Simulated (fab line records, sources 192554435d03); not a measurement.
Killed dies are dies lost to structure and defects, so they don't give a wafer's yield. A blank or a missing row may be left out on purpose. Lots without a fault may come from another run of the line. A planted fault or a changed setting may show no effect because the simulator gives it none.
Chamber matching | flow n5_finfet | N5_BEOL_M7_ETCH_61 on rie_diel-02: 4 sister chambers
The step etches SiARC in CF4, target depth 45.5 nm, time 75.8 s. 24 wafers are shown with their chamber, then 11 later ones without.

WAFERS WITH THEIR CHAMBER
wafer  | chamber | oes_product_au (a.u.) | showerhead_plenum_p_Torr (Torr) | throttle_valve_pct (%)
L077.1 | 0       | 0.58                  | 2.20                            | 16.03
L077.3 | 0       | 0.58                  | 2.19                            | 16.02
L077.4 | 0       | 0.57                  | 2.20                            | 16.03
L082.2 | 2       | 0.62                  | 2.15                            | 16.03
L082.4 | 3       | 0.57                  | 2.10                            | 16.00
L082.6 | 2       | 0.61                  | 2.15                            | 16.02
L083.5 | 0       | 0.57                  | 2.19                            | 16.06
L083.6 | 2       | 0.62                  | 2.15                            | 16.04
L084.1 | 2       | 0.62                  | 2.15                            | 16.05
L084.2 | 3       | 0.57                  | 2.09                            | 16.01
L084.6 | 2       | 0.62                  | 2.15                            | 16.03
L084.3 | 2       | 0.62                  | 2.15                            | 16.03
L084.4 | 3       | 0.56                  | 2.09                            | 16.04
L084.5 | 3       | 0.57                  | 2.09                            | 16.03
L087.1 | 3       | 0.57                  | 2.09                            | 16.05
L087.2 | 2       | 0.61                  | 2.15                            | 16.06
L087.3 | 1       | 0.82                  | 2.26                            | 15.35
L087.4 | 2       | 0.61                  | 2.14                            | 16.04
L087.5 | 3       | 0.56                  | 2.09                            | 16.05
L087.6 | 1       | 0.81                  | 2.26                            | 15.34
L090.3 | 1       | 0.82                  | 2.26                            | 15.35
L090.4 | 1       | 0.82                  | 2.26                            | 15.32
L090.5 | 3       | 0.56                  | 2.09                            | 16.05
L091.1 | 3       | 0.56                  | 2.09                            | 16.05

SIGNATURES (means of the wafers above)
reading                  | chamber 0 | chamber 1 | chamber 2 | chamber 3 | scatter within a chamber
oes_product_au           | 0.5750    | 0.8175    | 0.6162    | 0.5650    | 0.0053
showerhead_plenum_p_Torr | 2.1950    | 2.2600    | 2.1487    | 2.0913    | 0.00371
throttle_valve_pct       | 16.0350   | 15.3400   | 16.0375   | 16.0350   | 0.0165
Rule: a wafer's distance from a chamber is the root of the sum, over the readings, of the square of ((its reading less the chamber's mean) divided by the reading's scatter). The wafer belongs to the nearest chamber; if the next one is less than 2 further off, it can't be placed. The scatter: the root of (the sum of the squares of (reading less its chamber's mean) over the shown wafers, divided by (wafers less chambers)).

WAFERS WITHOUT THEIR CHAMBER
wafer  | oes_product_au (a.u.) | showerhead_plenum_p_Torr (Torr) | throttle_valve_pct (%)
L091.2 | 0.61                  | 2.14                            | 16.05
L091.3 | 0.81                  | 2.26                            | 15.35
L091.4 | 0.81                  | 2.26                            | 15.35
L091.5 | 0.56                  | 2.09                            | 16.05
L091.6 | 0.61                  | 2.14                            | 16.08
L093.1 | 0.80                  | 2.19                            | 15.47
L093.2 | 0.79                  | 2.26                            | 15.35
L093.3 | 0.61                  | 2.14                            | 16.07
L092.1 | 0.79                  | 2.26                            | 15.37
L092.2 | 0.79                  | 2.19                            | 15.50
L092.3 | 0.61                  | 2.14                            | 16.08

WHICH CHAMBER EACH WENT THROUGH
wafer  | from the rows above | in truth
L091.2 | 2                   | 2
L091.3 | 1                   | 1
L091.4 | 1                   | 1
L091.5 | 3                   | 3
L091.6 | 2                   | 2
L093.1 | 1                   | 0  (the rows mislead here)
L093.2 | 1                   | 1
L093.3 | 2                   | 2
L092.1 | 1                   | 1
L092.2 | 1                   | 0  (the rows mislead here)
L092.3 | 2                   | 2
Placed correctly: 9 of 11. Can't be placed from these rows: 0. Placed wrongly: 2.
